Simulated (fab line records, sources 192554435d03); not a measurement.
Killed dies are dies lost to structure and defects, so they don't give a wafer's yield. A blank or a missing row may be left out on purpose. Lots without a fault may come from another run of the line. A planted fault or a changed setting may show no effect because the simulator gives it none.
Chamber matching | flow n5_finfet | N5_BEOL_M8_VIA_ETCH_34 on rie_diel-05: 4 sister chambers
The step etches SiCOH lowk in C4F6/O2, target depth 125.5 nm, time 50.5 s. 4 wafers are shown with their chamber, then 7 later ones without.

WAFERS WITH THEIR CHAMBER
wafer  | chamber | rf_vpp_V (V)
L088.5 | 3       | 663
L088.6 | 1       | 664
L097.3 | 2       | 656
L097.4 | 0       | 681

WAFERS WITHOUT THEIR CHAMBER
wafer  | rf_vpp_V (V)
L097.5 | 657
L091.1 | 658
L091.2 | 680
L091.3 | 666
L092.1 | 680
L092.2 | 655
L092.5 | 680

WHICH CHAMBER EACH WENT THROUGH
wafer  | from the rows above     | in truth
L097.5 | 2                       | 2
L091.1 | 2                       | 2
L091.2 | 0                       | 0
L091.3 | can't be placed: 1 or 3 | 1
L092.1 | 0                       | 0
L092.2 | 2                       | 2
L092.5 | 0                       | 0
Placed correctly: 6 of 7. Can't be placed from these rows: 1 (the true chamber is among the candidates in 1). Placed wrongly: 0.
How it was worked out, from the rows above alone: a wafer's distance from a chamber is the root of the sum, over the readings, of the square of ((its reading less the chamber's mean) divided by the reading's scatter). The wafer belongs to the nearest chamber; if the next one is less than 2 further off, it can't be placed. A chamber's mean is the mean of its shown wafers. The scatter: with one shown wafer a chamber, the root of the mean of the squares of how far each hidden wafer lies from its nearest shown one.
